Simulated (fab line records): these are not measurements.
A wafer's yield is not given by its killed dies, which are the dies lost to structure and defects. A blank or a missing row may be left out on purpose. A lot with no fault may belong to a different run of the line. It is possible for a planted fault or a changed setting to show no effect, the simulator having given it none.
fab line records	flow n5_finfet
record lots=24	wafers=72	last_day=18
route steps=1938 shown BEOL_M9@1422 BEOL_M10@1525 BEOL_M11@1536
lots untouched by any fault: they come from a run of this same line in which no faults occurred
start_h: the number of hours between the record's first day and the start of the first shown wafer of the lot	wait_h: time in hours since the lot's previous step	" identical to the entry in the row above	L1.1+2: a row that stands for several wafers	- no value present, or no start provided	* or withheld: withheld	< > ~ a bound
route shown NAME@n: names a module that has steps shown in the file, with the first one's number in the route	usual: average and standard deviation across the fault-free wafers	same: alike in all rows	chamber/n: place in a boat	sites: each site's reading	_std_site: the standard deviation of these	_edge_site: inner sites' mean taken away from outer sites' mean	radius_mm: for every site, how far away it sits from the centre of the wafer	mask NAME#n: copy n	behind: tool/chamber where the wafer was last shaped	hold: cause of the lot's hold/its duration in hours/its outcome	device: whichever transistor did not switch (one of n, p or np)	end of line: the route-end tests of the same wafers	for a step that has no rows: nothing shown but its recipe	killed: count of dies lost to structure and defects at first sort (not the wafer's yield)	map: dies across one wafer; x = killed, . = not, _ = none there
set.NAME: the setting as run; set.NAME@STEP: as run at that earlier step	model.NAME: the simulator's own value behind a step, which no gauge read
steps of the route over a sample of lots; a table a step, a row a wafer
services: a tool's chamber out of use, with start hour (start_h, from the record's first day; less than 0 if before it), hours out, and reason
## steps
# step N5_BEOL_M9_HM_OPEN_17
# recipe chemistry=Cl2/BCl3	target_depth_a=200	overetch_a=60	target=TiN	mask_material=SOC	ion_energy_ev=150	pressure_mtorr=10	icp_w=1000	bias_w=126	Cl2_flow_sccm=53.25	bcl3_flow_sccm=21.75	Ar_flow_sccm=25
# usual drypump_motor_current_A=6.10/0.26	oes_product_au=0.67/0.081	throttle_valve_pct=22.11/0.22
lot.wafer	tool	chamber	start_h	wait_h	drypump_motor_current_A	oes_product_au	rf_hours_counter_h	throttle_valve_pct
L074.2	rie_metal-01	0	226.87	0.0	6.24	0.57	100	22.25
L074.5	"	1	"	"	6.29	0.71	-	21.71
L074.6	"	0	"	"	6.24	0.57	-	22.24
L076.3	rie_metal-03	0	236.22	0.1	5.30	0.54	-	21.94
L076.5	"	1	"	"	6.43	0.61	-	22.43
L076.6	"	0	"	"	5.31	0.55	-	21.93
L075.1	rie_metal-02	1	236.35	0.0	5.92	0.71	20	22.17
L075.2	"	1	"	"	5.93	0.72	-	22.19
L075.6	"	1	"	"	5.92	0.71	-	22.17
L077.1	rie_metal-01	1	236.52	0.0	6.31	0.71	26	21.69
L077.3	"	0	"	"	6.25	0.57	-	22.24
L077.6	"	1	"	"	6.33	0.71	-	21.72
L080.3	rie_metal-01	0	242.34	0.1	6.26	0.57	-	22.25
L080.4	"	1	"	"	6.30	0.71	-	21.72
L080.5	"	0	"	"	6.25	0.58	-	22.25
L078.1	rie_metal-01	0	244.49	0.0	6.27	0.57	103	22.24
L078.2	"	1	"	"	6.29	0.71	27	21.69
L078.6	"	0	"	"	6.24	0.56	-	22.25
L079.1	rie_metal-02	1	244.56	0.0	5.94	0.72	21	22.16
L079.4	"	1	"	"	5.95	0.71	-	22.17
L079.5	"	1	"	"	5.92	0.71	-	22.16
L081.1	rie_metal-03	0	266.75	0.0	5.28	0.54	117	21.95
L081.2	"	1	"	"	6.42	0.61	66	22.41
L081.5	"	1	"	"	6.43	0.61	-	22.41
L083.2	rie_metal-02	0	270.33	0.0	5.95	0.83	1	22.11
L083.4	"	0	"	"	5.94	0.83	-	22.10
L083.6	"	0	"	"	5.95	0.84	-	22.07
L084.1	rie_metal-01	1	270.50	0.0	6.30	0.69	29	21.74
L084.3	"	0	"	"	6.30	0.56	-	22.26
L084.5	"	1	"	"	6.30	0.69	-	21.74
L082.2	rie_metal-01	0	271.84	0.0	6.22	0.56	105	22.26
L082.5	"	1	"	"	6.29	0.69	-	21.73
L082.6	"	0	"	"	6.27	0.56	-	22.27
L086.3	rie_metal-02	0	297.00	0.1	5.93	0.82	-	22.10
L086.5	"	0	"	"	5.92	0.81	-	22.11
L086.6	"	1	"	"	5.94	0.70	-	22.21
L088.2	rie_metal-03	1	304.59	0.1	6.41	0.61	-	22.41
L088.3	"	1	"	"	6.43	0.60	-	22.42
L088.6	"	1	"	"	6.42	0.61	-	22.43
L085.3	rie_metal-01	1	305.11	0.1	6.29	0.68	-	21.74
L085.4	"	0	"	"	6.33	0.56	-	22.27
L085.5	"	0	"	"	6.27	0.55	-	22.28
L087.2	rie_metal-02	1	305.81	0.0	5.92	0.70	26	22.18
L087.4	"	1	"	"	5.95	0.70	-	22.20
L087.5	"	0	"	"	5.93	0.80	-	22.10
L090.1	rie_metal-03	1	310.85	0.0	6.41	0.61	71	22.43
L090.2	"	1	"	"	6.41	0.61	-	22.42
L090.3	"	1	"	"	6.42	0.61	-	22.42
L092.2	rie_metal-02	0	318.35	0.0	5.93	0.80	6	22.10
L092.4	"	1	"	"	5.95	0.69	-	22.18
L092.5	"	1	"	"	5.95	0.69	-	22.19
L089.1	rie_metal-02	1	321.44	0.0	5.94	0.69	28	22.18
L089.3	"	0	"	"	5.93	0.80	-	22.12
L089.4	"	1	"	"	5.93	0.70	-	22.19
L091.2	rie_metal-01	1	329.05	0.0	6.32	0.68	34	21.72
L091.4	"	1	"	"	6.31	0.68	-	21.74
L091.6	"	1	"	"	6.32	0.69	-	21.74
L093.2	rie_metal-02	0	342.96	0.0	5.94	0.78	8	22.13
L093.3	"	1	"	"	5.91	0.68	-	22.21
L093.4	"	0	"	"	5.94	0.79	-	22.12
L095.4	rie_metal-02	1	343.57	0.1	5.95	0.68	-	22.18
L095.5	"	1	"	"	5.93	0.69	-	22.22
L095.6	"	0	"	"	5.94	0.78	-	22.11
L094.3	rie_metal-02	1	344.07	0.1	5.94	0.69	-	22.18
L094.4	"	0	"	"	5.94	0.79	-	22.08
L094.6	"	1	"	"	5.92	0.69	-	22.19
L096.2	rie_metal-01	1	356.47	0.1	6.30	0.67	-	21.75
L096.3	"	1	"	"	6.29	0.66	-	21.77
L096.5	"	1	"	"	6.30	0.67	-	21.75
L097.1	rie_metal-02	0	377.20	0.0	5.92	0.77	10	22.12
L097.4	"	0	"	"	5.93	0.78	-	22.10
L097.5	"	0	"	"	5.91	0.77	-	22.11
# step N5_BEOL_M9_DESCUM_33
# recipe chemistry=O2	time_s=7	source_power_w=50	bias_power_w=20	pressure_mtorr=20	rf_frequency_hz=2.712e+07	temp_c=40	resist=CAR-EUV	o2_flow_sccm=225
# usual drypump_motor_current_A=5.8/0.58	oes_product_au=0.78/0.086	rf_vpp_V=242.8/1.3	showerhead_plenum_p_Torr=2.07/0.068	throttle_valve_pct=20.3/0.3
lot.wafer	tool	chamber	start_h	wait_h	drypump_motor_current_A	oes_product_au	rf_hours_counter_h	rf_vpp_V	showerhead_plenum_p_Torr	throttle_valve_pct
L074.2	rie_diel-02	0	228.22	0.0	5.8	0.68	237	244.5	2.16	21.1
L074.5	"	3	"	"	6.6	0.85	-	243.9	2.03	19.9
L074.6	"	0	"	"	5.8	0.68	-	243.5	2.16	21.1
L075.1	rie_diel-02	1	240.56	0.0	6.6	0.68	220	243.9	2.16	20.7
L075.2	"	2	"	"	4.7	0.91	20	243.4	2.14	20.3
L075.6	"	1	"	"	6.6	0.68	-	244.5	2.16	20.7
L076.3	rie_diel-04	2	240.73	0.0	5.2	0.74	166	243.1	2.10	20.2
L076.5	"	1	"	"	5.3	0.82	-	241.6	2.02	20.1
L076.6	"	0	"	"	5.9	0.73	-	239.9	1.92	20.4
L077.1	rie_diel-03	3	241.10	0.4	5.8	0.77	113	243.9	2.10	20.2
L077.3	"	2	"	"	5.6	0.71	221	243.4	2.09	20.9
L077.6	"	1	"	"	6.3	0.68	-	242.8	2.14	20.2
L080.3	rie_diel-02	3	243.04	0.0	6.6	0.85	65	242.6	2.03	19.9
L080.4	"	2	"	"	4.7	0.90	-	244.1	2.14	20.3
L080.5	"	3	"	"	6.6	0.85	-	242.4	2.03	19.9
L079.1	rie_diel-04	2	246.32	0.0	5.2	0.73	168	242.9	2.10	20.2
L079.4	"	3	"	"	6.2	0.71	223	242.4	2.04	20.2
L079.5	"	1	"	"	5.3	0.81	-	243.3	2.02	20.1
L078.1	rie_diel-03	3	246.41	0.1	5.8	0.77	115	242.9	2.10	20.2
L078.2	"	1	"	"	6.3	0.69	243	242.4	2.14	20.2
L078.6	"	3	"	"	5.8	0.77	-	244.2	2.10	20.2
L081.1	rie_diel-03	3	268.65	0.0	5.8	0.75	124	243.8	2.10	20.2
L081.2	"	2	"	"	5.6	0.72	232	244.7	2.09	20.9
L081.5	"	3	"	"	5.8	0.76	-	241.1	2.10	20.2
L084.1	rie_diel-04	3	274.19	0.5	6.2	0.71	230	244.3	2.04	20.2
L084.3	"	0	"	"	5.9	0.71	158	239.5	1.92	20.4
L084.5	"	3	"	"	6.2	0.71	-	240.9	2.04	20.3
L082.2	rie_diel-02	2	274.74	0.9	4.7	0.88	30	244.3	2.14	20.3
L082.5	"	1	"	"	6.6	0.67	-	244.6	2.15	20.7
L082.6	"	3	"	"	6.6	0.83	-	241.6	2.02	20.0
L083.2	rie_diel-04	1	275.23	1.0	5.3	0.80	112	243.5	2.02	20.1
L083.4	"	3	"	"	6.2	0.71	231	241.9	2.04	20.2
L083.6	"	2	"	"	5.1	0.71	-	243.2	2.10	20.2
L086.3	rie_diel-03	3	298.59	0.0	5.8	0.74	129	242.3	2.10	20.2
L086.5	"	1	"	"	6.3	0.94	-	242.8	2.14	19.8
L086.6	"	2	"	"	5.6	0.71	-	242.2	2.09	20.9
L088.2	rie_diel-03	0	308.70	0.0	5.1	0.94	10	242.6	2.06	20.5
L088.3	"	3	"	"	5.8	0.74	132	243.1	2.10	20.2
L088.6	"	1	"	"	6.3	0.93	-	244.2	2.14	19.8
L087.2	rie_diel-04	1	308.87	0.0	5.3	0.79	121	241.8	2.02	20.1
L087.4	"	3	"	"	6.2	0.70	240	242.2	2.04	20.3
L087.5	"	1	"	"	5.3	0.79	-	242.5	2.02	20.1
L085.3	rie_diel-02	3	309.15	0.0	6.6	0.82	89	243.0	2.02	20.0
L085.4	"	0	"	"	5.8	0.96	6	242.8	2.16	20.7
L085.5	"	0	"	"	5.8	0.95	-	243.0	2.16	20.7
L090.1	rie_diel-04	0	312.75	0.1	5.9	0.72	170	239.6	1.91	20.4
L090.2	"	2	"	"	5.2	0.72	188	243.6	2.09	20.2
L090.3	"	3	"	"	6.2	0.71	242	239.9	2.04	20.3
L092.2	rie_diel-04	2	319.63	0.0	5.2	0.71	189	243.6	2.09	20.2
L092.4	"	1	"	"	5.3	0.79	-	241.7	2.01	20.1
L092.5	"	3	"	"	6.2	0.70	-	243.4	2.04	20.3
L089.1	rie_diel-04	2	322.08	0.0	5.2	0.70	190	243.3	2.09	20.2
L089.3	"	1	"	"	5.3	0.79	125	242.0	2.01	20.1
L089.4	"	1	"	"	5.3	0.78	-	242.1	2.01	20.1
L091.2	rie_diel-03	1	330.16	0.4	6.3	0.91	16	243.5	2.13	19.8
L091.4	"	1	"	"	6.3	0.91	-	243.8	2.13	19.8
L091.6	"	2	"	"	5.6	0.70	-	241.9	2.08	20.9
L095.4	rie_diel-03	1	347.50	0.0	6.3	0.89	-	245.1	2.13	19.9
L095.5	"	3	"	"	5.8	0.74	-	243.1	2.09	20.2
L095.6	"	0	"	"	5.1	0.93	-	242.5	2.06	20.5
L094.3	rie_diel-02	0	347.52	0.0	5.7	0.93	19	244.4	2.15	20.7
L094.4	"	0	"	"	5.8	0.94	-	242.5	2.15	20.7
L094.6	"	2	"	"	4.7	0.84	-	244.2	2.13	20.4
L093.2	rie_diel-04	0	347.57	0.0	5.9	0.71	179	240.8	1.91	20.5
L093.3	"	1	"	"	5.3	0.78	134	241.6	2.01	20.1
L093.4	"	2	"	"	5.2	0.70	-	243.6	2.09	20.2
L096.2	rie_diel-04	3	360.26	0.0	6.2	0.98	2	243.4	2.03	20.0
L096.3	"	0	"	"	5.9	0.70	184	240.5	1.91	20.5
L096.5	"	1	"	"	5.3	0.77	-	242.6	2.01	20.1
L097.1	rie_diel-02	0	378.83	0.2	5.7	0.90	28	244.9	2.15	20.8
L097.4	"	3	"	"	6.6	0.80	108	240.3	2.01	20.0
L097.5	"	1	"	"	6.6	0.93	-	244.5	2.14	20.4
# step N5_BEOL_M9_STRIP_80
# recipe chemistry=N2/H2	time_s=10	power_w=450	temp_c=40	pressure_mtorr=20	rf_frequency_hz=6e+07	bias_power_w=7	n2_flow_sccm=200	h2_flow_sccm=200
# usual drypump_motor_current_A=5.8/0.58	oes_product_au=0.78/0.085	rf_vpp_V=59.1/0.85	showerhead_plenum_p_Torr=2.51/0.079	throttle_valve_pct=23.56/0.29
lot.wafer	tool	chamber	start_h	wait_h	drypump_motor_current_A	oes_product_au	rf_hours_counter_h	rf_vpp_V	showerhead_plenum_p_Torr	throttle_valve_pct
L074.2	rie_diel-02	0	-	-	5.7	0.68	237	59.6	2.62	24.40
L074.5	"	3	"	"	6.6	0.85	-	60.5	2.45	23.04
L074.6	"	0	"	"	5.8	0.68	-	59.6	2.62	24.40
L075.1	rie_diel-02	1	-	-	6.6	0.68	220	59.8	2.63	23.93
L075.2	"	2	"	"	4.6	0.90	20	59.1	2.59	23.46
L075.6	"	1	"	"	6.6	0.68	-	60.0	2.63	23.91
L076.3	rie_diel-04	2	-	-	5.2	0.73	167	59.2	2.53	23.40
L076.5	"	1	"	"	5.3	0.81	-	58.6	2.45	23.45
L076.6	"	0	"	"	5.9	0.73	-	58.2	2.35	23.68
L077.1	rie_diel-03	3	-	-	5.8	0.78	113	59.5	2.57	23.64
L077.3	"	2	"	"	5.6	0.72	221	58.7	2.49	23.86
L077.6	"	1	"	"	6.3	0.69	-	59.5	2.61	23.32
L080.3	rie_diel-02	3	-	-	6.6	0.85	66	58.0	2.45	23.05
L080.4	"	2	"	"	4.7	0.90	-	59.9	2.59	23.47
L080.5	"	3	"	"	6.6	0.85	-	59.4	2.45	23.04
L079.1	rie_diel-04	2	-	-	5.2	0.73	168	58.4	2.52	23.40
L079.4	"	3	"	"	6.3	0.71	223	59.3	2.50	23.55
L079.5	"	1	"	"	5.3	0.80	-	58.3	2.45	23.46
L078.1	rie_diel-03	3	-	-	5.8	0.77	115	59.0	2.57	23.63
L078.2	"	1	"	"	6.3	0.68	243	59.0	2.61	23.32
L078.6	"	3	"	"	5.8	0.76	-	58.1	2.57	23.63
L081.1	rie_diel-03	3	-	-	5.8	0.75	124	59.3	2.56	23.64
L081.2	"	2	"	"	5.6	0.70	232	59.4	2.49	23.88
L081.5	"	3	"	"	5.8	0.75	-	60.0	2.56	23.64
L084.1	rie_diel-04	3	-	-	6.2	0.71	230	59.1	2.49	23.56
L084.3	"	0	"	"	5.9	0.72	159	58.2	2.35	23.68
L084.5	"	3	"	"	6.2	0.71	-	60.0	2.49	23.56
L082.2	rie_diel-02	2	-	-	4.7	0.89	31	58.0	2.58	23.48
L082.5	"	1	"	"	6.6	0.68	-	59.2	2.62	23.94
L082.6	"	3	"	"	6.6	0.83	-	60.1	2.45	23.06
L083.2	rie_diel-04	1	-	-	5.3	0.80	112	59.2	2.45	23.48
L083.4	"	3	"	"	6.3	0.71	231	60.8	2.49	23.56
L083.6	"	2	"	"	5.2	0.72	-	60.0	2.52	23.40
L086.3	rie_diel-03	3	-	-	5.8	0.75	129	59.8	2.56	23.67
L086.5	"	1	"	"	6.3	0.93	-	58.8	2.60	23.05
L086.6	"	2	"	"	5.7	0.70	-	58.8	2.48	23.89
L088.2	rie_diel-03	0	-	-	5.1	0.94	10	59.3	2.48	23.70
L088.3	"	3	"	"	5.8	0.75	132	57.6	2.56	23.66
L088.6	"	1	"	"	6.3	0.94	-	61.8	2.60	23.02
L087.2	rie_diel-04	1	-	-	5.3	0.79	121	58.2	2.45	23.49
L087.4	"	3	"	"	6.2	0.70	240	59.2	2.49	23.57
L087.5	"	1	"	"	5.3	0.79	-	57.8	2.45	23.48
L085.3	rie_diel-02	3	-	-	6.6	0.82	89	58.9	2.44	23.09
L085.4	"	0	"	"	5.8	0.95	6	60.5	2.61	24.03
L085.5	"	0	"	"	5.8	0.96	-	58.1	2.61	24.03
L090.1	rie_diel-04	0	-	-	5.9	0.71	170	58.5	2.34	23.70
L090.2	"	2	"	"	5.2	0.70	188	59.0	2.52	23.41
L090.3	"	3	"	"	6.2	0.71	242	59.0	2.49	23.58
L092.2	rie_diel-04	2	-	-	5.1	0.71	189	59.1	2.52	23.43
L092.4	"	1	"	"	5.3	0.78	-	58.3	2.44	23.49
L092.5	"	3	"	"	6.2	0.69	-	59.2	2.49	23.56
L089.1	rie_diel-04	2	-	-	5.2	0.71	190	60.4	2.52	23.44
L089.3	"	1	"	"	5.3	0.78	125	58.4	2.44	23.49
L089.4	"	1	"	"	5.3	0.79	-	58.6	2.44	23.48
L091.2	rie_diel-03	1	-	-	6.3	0.90	16	60.2	2.60	23.05
L091.4	"	1	"	"	6.3	0.90	-	59.8	2.60	23.06
L091.6	"	2	"	"	5.6	0.70	-	58.5	2.48	23.91
L095.4	rie_diel-03	1	-	-	6.3	0.89	-	58.2	2.59	23.06
L095.5	"	3	"	"	5.8	0.73	-	59.8	2.55	23.68
L095.6	"	0	"	"	5.1	0.92	-	61.0	2.48	23.72
L094.3	rie_diel-02	0	-	-	5.8	0.92	19	58.3	2.61	24.04
L094.4	"	0	"	"	5.8	0.92	-	58.8	2.61	24.02
L094.6	"	2	"	"	4.6	0.85	-	59.9	2.57	23.50
L093.2	rie_diel-04	0	-	-	5.9	0.70	179	58.8	2.34	23.72
L093.3	"	1	"	"	5.3	0.78	134	58.1	2.44	23.51
L093.4	"	2	"	"	5.2	0.71	-	57.9	2.51	23.45
L096.2	rie_diel-04	3	-	-	6.2	0.97	2	58.3	2.49	23.36
L096.3	"	0	"	"	5.9	0.71	184	59.0	2.34	23.74
L096.5	"	1	"	"	5.3	0.77	-	57.3	2.44	23.51
L097.1	rie_diel-02	0	-	-	5.7	0.90	29	60.3	2.60	24.05
L097.4	"	3	"	"	6.6	0.80	108	58.9	2.44	23.09
L097.5	"	1	"	"	6.6	0.93	-	59.2	2.61	23.77
# step N5_BEOL_M10_SURFACE_TREAT_76
# recipe gas=Ar	time_s=*	ion_energy_ev=*	ion_current_ma_cm2=0.5	pressure_mtorr=*	ar_flow_sccm=30
# usual throttle_valve_pct=*
lot.wafer	tool	chamber	start_h	wait_h	throttle_valve_pct
L074.2	pvd_sputter-01	-	236.27	0.3	*
L074.5	"	-	"	"	*
L074.6	"	-	"	"	*
L076.3	pvd_sputter-03	-	249.65	0.2	*
L076.5	"	-	"	"	*
L076.6	"	-	"	"	*
L075.1	pvd_sputter-03	-	250.45	0.2	*
L075.2	"	-	"	"	*
L075.6	"	-	"	"	*
L077.1	pvd_sputter-03	-	250.49	0.2	*
L077.3	"	-	"	"	*
L077.6	"	-	"	"	*
L080.3	pvd_sputter-02	-	254.01	0.2	*
L080.4	"	-	"	"	*
L080.5	"	-	"	"	*
L078.1	pvd_sputter-01	-	254.73	0.2	*
L078.2	"	-	"	"	*
L078.6	"	-	"	"	*
L079.1	pvd_sputter-01	-	255.29	0.2	*
L079.4	"	-	"	"	*
L079.5	"	-	"	"	*
L081.1	pvd_sputter-03	-	278.74	0.3	*
L081.2	"	-	"	"	*
L081.5	"	-	"	"	*
L084.1	pvd_sputter-03	-	285.71	0.2	*
L084.3	"	-	"	"	*
L084.5	"	-	"	"	*
L082.2	pvd_sputter-03	-	286.27	0.2	*
L082.5	"	-	"	"	*
L082.6	"	-	"	"	*
L083.2	pvd_sputter-02	-	286.38	0.2	*
L083.4	"	-	"	"	*
L083.6	"	-	"	"	*
L086.3	pvd_sputter-01	-	314.67	0.4	*
L086.5	"	-	"	"	*
L086.6	"	-	"	"	*
L087.2	pvd_sputter-02	-	317.45	0.2	*
L087.4	"	-	"	"	*
L087.5	"	-	"	"	*
L088.2	pvd_sputter-02	-	320.18	0.2	*
L088.3	"	-	"	"	*
L088.6	"	-	"	"	*
L085.3	pvd_sputter-02	-	320.68	0.2	*
L085.4	"	-	"	"	*
L085.5	"	-	"	"	*
L090.1	pvd_sputter-03	-	324.33	0.9	*
L090.2	"	-	"	"	*
L090.3	"	-	"	"	*
L092.2	pvd_sputter-03	-	331.55	0.3	*
L092.4	"	-	"	"	*
L092.5	"	-	"	"	*
L089.1	pvd_sputter-01	-	333.69	0.2	*
L089.3	"	-	"	"	*
L089.4	"	-	"	"	*
L091.2	pvd_sputter-01	-	341.80	0.4	*
L091.4	"	-	"	"	*
L091.6	"	-	"	"	*
L094.3	pvd_sputter-03	-	356.35	0.3	*
L094.4	"	-	"	"	*
L094.6	"	-	"	"	*
L095.4	pvd_sputter-02	-	356.41	0.3	*
L095.5	"	-	"	"	*
L095.6	"	-	"	"	*
L093.2	pvd_sputter-01	-	358.77	1.8	*
L093.3	"	-	"	"	*
L093.4	"	-	"	"	*
L096.2	pvd_sputter-01	-	373.25	0.3	*
L096.3	"	-	"	"	*
L096.5	"	-	"	"	*
L097.1	pvd_sputter-01	-	392.09	1.0	*
L097.4	"	-	"	"	*
L097.5	"	-	"	"	*
# step N5_BEOL_M11_ILD_DEP_00
# recipe material=SiCOH_lowk	target_thk_a=3085.1	temp_c=300	precursor=DEMS/porogen	pressure_torr=5	rf_w=500	time_s=58
# usual heater_power_w=284/30	showerhead_plenum_p_Torr=5.738/0.014	throttle_valve_pct=13.9/0.88
lot.wafer	tool	chamber	start_h	wait_h	heater_power_w	showerhead_plenum_p_Torr	throttle_valve_pct
L074.2	pecvd-04	1	237.84	0.0	306	5.732	13.1
L074.5	"	2	"	"	267	5.722	12.6
L074.6	"	1	"	"	319	5.729	13.4
L076.3	pecvd-03	1	250.95	0.0	332	5.747	14.4
L076.5	"	1	"	"	329	5.735	14.8
L076.6	"	0	"	"	292	5.752	13.7
L075.1	pecvd-01	2	251.92	0.0	280	5.727	13.5
L075.2	"	0	"	"	284	5.752	13.7
L075.6	"	0	"	"	297	5.746	13.9
L077.1	pecvd-03	0	252.33	0.0	261	5.754	13.6
L077.3	"	2	"	"	298	5.747	12.8
L077.6	"	0	"	"	272	5.760	13.7
L080.3	pecvd-01	1	255.63	0.0	254	5.740	15.3
L080.4	"	0	"	"	284	5.743	13.8
L080.5	"	1	"	"	266	5.729	15.6
L078.1	pecvd-01	2	256.01	0.0	272	5.721	13.3
L078.2	"	0	"	"	287	5.738	13.9
L078.6	"	2	"	"	292	5.722	13.6
L079.1	pecvd-01	0	256.65	0.0	276	5.746	13.8
L079.4	"	1	"	"	253	5.733	15.8
L079.5	"	2	"	"	229	5.705	13.1
L081.1	pecvd-01	1	282.71	0.0	252	5.730	15.5
L081.2	"	0	"	"	281	5.755	14.1
L081.5	"	1	"	"	259	5.734	15.4
L084.1	pecvd-04	0	288.49	0.0	339	5.767	13.5
L084.3	"	1	"	"	307	5.718	13.3
L084.5	"	0	"	"	341	5.750	13.5
L082.2	pecvd-04	0	289.21	0.0	341	5.743	13.7
L082.5	"	2	"	"	254	5.738	12.7
L082.6	"	0	"	"	357	5.751	13.7
L083.2	pecvd-03	1	289.48	0.0	332	5.744	14.6
L083.4	"	1	"	"	343	5.750	14.7
L083.6	"	2	"	"	266	5.741	13.0
L086.3	pecvd-03	1	317.75	0.0	325	5.751	14.7
L086.5	"	0	"	"	256	5.740	13.8
L086.6	"	2	"	"	311	5.738	12.7
L087.2	pecvd-04	2	322.19	0.0	244	5.739	12.9
L087.4	"	2	"	"	249	5.730	12.8
L087.5	"	0	"	"	311	5.760	13.8
L088.2	pecvd-01	0	324.02	0.0	308	5.749	13.7
L088.3	"	1	"	"	263	5.751	15.3
L088.6	"	1	"	"	267	5.734	15.4
L085.3	pecvd-03	0	324.95	0.0	270	5.746	13.8
L085.4	"	0	"	"	276	5.747	13.6
L085.5	"	1	"	"	335	5.745	14.6
L090.1	pecvd-01	0	327.75	0.0	298	5.744	14.1
L090.2	"	2	"	"	240	5.711	13.6
L090.3	"	1	"	"	273	5.736	15.5
L092.2	pecvd-03	2	335.18	0.0	333	5.739	13.0
L092.4	"	2	"	"	338	5.732	12.8
L092.5	"	0	"	"	249	5.767	13.7
L089.1	pecvd-03	2	336.36	0.0	294	5.741	13.2
L089.3	"	1	"	"	333	5.752	14.6
L089.4	"	2	"	"	308	5.749	12.9
L091.2	pecvd-01	2	343.15	0.0	274	5.717	13.4
L091.4	"	0	"	"	261	5.732	14.1
L091.6	"	2	"	"	281	5.731	13.5
L095.4	pecvd-01	0	359.60	0.1	283	5.735	14.3
L095.5	"	1	"	"	273	5.740	15.6
L095.6	"	2	"	"	296	5.711	13.6
L094.3	pecvd-01	0	359.84	0.0	292	5.754	14.2
L094.4	"	1	"	"	269	5.737	15.6
L094.6	"	0	"	"	298	5.737	13.9
L093.2	pecvd-01	2	360.92	0.0	249	5.721	13.5
L093.3	"	1	"	"	273	5.738	15.4
L093.4	"	1	"	"	287	5.733	15.6
L096.2	pecvd-01	0	374.83	0.0	297	5.750	14.0
L096.3	"	2	"	"	258	5.733	13.6
L096.5	"	2	"	"	269	5.718	13.5
L097.1	pecvd-03	0	393.78	0.0	279	5.764	13.9
L097.4	"	2	"	"	331	5.743	13.0
L097.5	"	0	"	"	293	5.755	14.0
# step N5_BEOL_M11_CD_MEAS_11
# recipe target_cd_nm=64.1	landing_energy_ev=500	detector=se_inlens	polarity=opening
# usual cd_nm=64.1/0.61
lot.wafer	tool	chamber	start_h	wait_h	cd_nm
L074.2	cd_sem-03	0	241.91	-	64.4
L074.5	"	0	"	"	64.6
L074.6	"	0	"	"	65.4
L076.3	cd_sem-02	0	253.59	-	64.9
L076.5	"	0	"	"	63.9
L076.6	"	0	"	"	64.0
L075.1	cd_sem-01	0	253.78	-	63.3
L075.2	"	0	"	"	63.4
L075.6	"	0	"	"	63.2
L077.1	cd_sem-01	0	253.96	-	64.1
L077.3	"	0	"	"	64.3
L077.6	"	0	"	"	64.7
L080.3	cd_sem-03	0	256.87	-	63.9
L080.4	"	0	"	"	65.0
L080.5	"	0	"	"	64.2
L078.1	cd_sem-02	0	258.99	-	64.5
L078.2	"	0	"	"	64.5
L078.6	"	0	"	"	65.1
L079.1	cd_sem-03	0	259.35	-	64.5
L079.4	"	0	"	"	64.2
L079.5	"	0	"	"	65.0
L081.1	cd_sem-03	0	284.33	-	64.5
L081.2	"	0	"	"	64.0
L081.5	"	0	"	"	64.6
L084.1	cd_sem-03	0	289.55	-	64.5
L084.3	"	0	"	"	63.9
L084.5	"	0	"	"	64.0
L082.2	cd_sem-01	0	290.56	-	63.6
L082.5	"	0	"	"	63.9
L082.6	"	0	"	"	63.7
L083.2	cd_sem-01	0	291.44	-	63.9
L083.4	"	0	"	"	65.0
L083.6	"	0	"	"	64.5
L086.3	cd_sem-01	0	320.80	-	63.1
L086.5	"	0	"	"	62.8
L086.6	"	0	"	"	63.3
L087.2	cd_sem-02	0	325.17	-	64.7
L087.4	"	0	"	"	63.9
L087.5	"	0	"	"	63.9
L088.2	cd_sem-01	0	325.61	-	63.2
L088.3	"	0	"	"	62.7
L088.6	"	0	"	"	63.6
L085.3	cd_sem-02	0	328.40	-	64.0
L085.4	"	0	"	"	64.4
L085.5	"	0	"	"	64.7
L090.1	cd_sem-01	0	328.81	-	64.4
L090.2	"	0	"	"	65.4
L090.3	"	0	"	"	64.6
L092.2	cd_sem-01	0	337.70	-	63.8
L092.4	"	0	"	"	63.8
L092.5	"	0	"	"	64.1
L089.1	cd_sem-02	0	338.78	-	64.7
L089.3	"	0	"	"	64.8
L089.4	"	0	"	"	63.6
L091.2	cd_sem-02	0	348.63	-	64.1
L091.4	"	0	"	"	63.5
L091.6	"	0	"	"	62.8
L095.4	cd_sem-01	0	361.12	-	63.4
L095.5	"	0	"	"	63.2
L095.6	"	0	"	"	63.1
L094.3	cd_sem-01	0	361.43	-	63.2
L094.4	"	0	"	"	63.8
L094.6	"	0	"	"	63.6
L093.2	cd_sem-03	0	362.31	-	64.0
L093.3	"	0	"	"	64.2
L093.4	"	0	"	"	64.0
L096.2	cd_sem-03	0	376.84	-	64.2
L096.3	"	0	"	"	64.1
L096.5	"	0	"	"	63.9
L097.1	cd_sem-02	0	395.13	-	65.1
L097.4	"	0	"	"	65.1
L097.5	"	0	"	"	64.8
## services
tool	chamber	start_h	hours	kind
pecvd-03	-	203.51	6.0	pm
rie_diel-04	1	209.51	16.5	repair
pecvd-01	0	214.42	5.7	repair
rie_metal-03	0	219.50	2.8	repair
pecvd-03	-	225.10	5.1	repair
rie_diel-02	0	238.33	5.8	repair
rie_diel-03	0	241.10	-	clean
rie_diel-03	0	241.10	-	consumable_replace:focus_ring
rie_diel-03	0	241.10	13.3	scheduled_down
rie_diel-03	0	241.10	13.3	vent_cycle
rie_diel-03	1	264.73	-	clean
rie_diel-03	1	264.73	-	consumable_replace:focus_ring
rie_diel-03	1	264.73	16.1	scheduled_down
rie_diel-03	1	264.73	16.1	vent_cycle
rie_diel-03	-	271.55	14.6	pm
rie_diel-03	0	318.78	21.1	repair
rie_diel-04	0	319.25	5.6	repair
rie_diel-04	3	338.66	-	clean
rie_diel-04	3	338.66	-	consumable_replace:focus_ring
rie_diel-04	3	338.66	15.6	scheduled_down
rie_diel-04	3	338.66	15.6	vent_cycle
pecvd-03	1	341.51	5.2	repair
pecvd-04	-	343.24	1.7	repair
pvd_sputter-02	-	357.48	4.6	repair
## key
fault none
